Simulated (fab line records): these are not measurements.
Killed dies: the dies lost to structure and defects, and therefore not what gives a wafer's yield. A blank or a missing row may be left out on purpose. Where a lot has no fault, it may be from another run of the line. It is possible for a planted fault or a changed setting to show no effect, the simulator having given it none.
Lot-split experiment | flow n5-finfet | route with 1938 steps; 7 lots, 21 wafers read

## ABOUT THE SPLIT
At N5_HKMG_FIN_ETCH_55 (etches SOC in N2/H2, target depth 240 nm, time 300 s), the setting bias-w was moved away from the recipe's 150 W on 7 of the 21 wafers read, by -14.2% to +8.2%. This setting was run at the recipe's value on the other wafers.

The reading is taken at the split's own step.

## THE READING
rf-vpp-V, in V, at N5_HKMG_FIN_ETCH_55 (etches SOC in N2/H2, target depth 240 nm, time 300 s). Fault-free wafers of this fab line usually give 524.2 V, standard deviation 1.9 V.

wafer  | tool, chamber at the split | bias-w as run, W | against the recipe | rf-vpp-V, V | against lot-mates on the recipe
L082.2 | rie-diel-03, 1             | 128.7            | -14.2%             | 477.2       | -46.6
L082.3 | rie-diel-03, 0             | 150              | recipe             | 522.4       | -
L082.5 | rie-diel-03, 1             | 150              | recipe             | 525.3       | -
L083.4 | rie-diel-03, 0             | 150              | recipe             | 521.7       | -
L083.5 | rie-diel-03, 3             | 150              | recipe             | 526.0       | -
L083.6 | rie-diel-03, 2             | 150              | recipe             | 526.1       | -
L084.2 | rie-diel-03, 3             | 139.3            | -7.1%              | 501.3       | -24.5
L084.4 | rie-diel-03, 0             | 139.3            | -7.1%              | 500.1       | -25.7
L084.5 | rie-diel-03, 3             | 150              | recipe             | 525.8       | -
L085.2 | rie-diel-03, 3             | 129.8            | -13.5%             | 480.6       | -44.7
L085.3 | rie-diel-03, 2             | 150              | recipe             | 525.3       | -
L085.5 | rie-diel-03, 2             | 129.8            | -13.5%             | 480.3       | -45.0
L088.1 | rie-diel-04, 1             | 150              | recipe             | 522.3       | -
L088.2 | rie-diel-04, 3             | 150              | recipe             | 526.3       | -
L088.5 | rie-diel-04, 0             | 150              | recipe             | 524.1       | -
L093.1 | rie-diel-05, 1             | 162.3            | +8.2%              | 551.4       | +30.3
L093.3 | rie-diel-05, 0             | 150              | recipe             | 521.1       | -
L093.4 | rie-diel-05, 3             | 162.3            | +8.2%              | 551.0       | +29.9
L096.1 | rie-diel-05, 3             | 150              | recipe             | 523.3       | -
L096.3 | rie-diel-05, 1             | 150              | recipe             | 524.6       | -
L096.4 | rie-diel-05, 0             | 150              | recipe             | 520.5       | -

FIT RESULTS
A straight line over all 21 wafers: rf-vpp-V changes by +3.27 V for each +1% of bias-w; r = +1.00; the points scatter about the line by 1.7 V.
The same after taking each lot's own level away (the mean of its wafers on the recipe; 21 wafers): +3.42 V for each +1%; r = +1.00; scatter 1.6 V.
Per that fit: largest bias-w move, reading shift of 49 V.
The span of the lots' own levels, 521.10 to 525.80 V, comes to 2.5 times the standard deviation stated above.
The two slopes agree, so the slope changes little with the lot-to-lot level.
Check: -48.7 V against its lot-mates is what the line predicts for one of the wafers moved furthest among these (-14.2%) when that wafer is left out of the fit. It came out at -46.6 V against them.
Tool readings at the split's step, against how far the setting was moved: rf-vpp-V r = +1.00.

## OTHER SPLITS APPLIED TO THESE WAFERS
Note: prior to the reading, these wafers also went through further splits. Each is held against what the fit with the lots' levels taken away leaves over:
other split on the same wafers           | wafers away from the commonest value | r with rf-vpp-V (lot level and that fit taken away)
N5_PMOS_HMC_CHANNEL_EPI_COAT_03 spin-rpm | 6                                    | +0.08
N5_PMOS_HMC_CHANNEL_EPI_DESCUM_14 time-s | 10                                   | +0.07
N5_SD_EPI_N_EXPOSE_06 dose-mj            | 7                                    | +0.25
N5_SD_EPI_N_ETCH_45 target-depth-a       | 6                                    | +0.25
N5_SD_EPI_P_EPI_21 temp-c                | 6                                    | +0.01
N5_HKMG_FIN_COAT_41 spin-rpm             | 5                                    | +0.03

## FILE'S OWN FIT
rf-vpp-V changes by +3.38 V for each +1% of bias-w, r = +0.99.
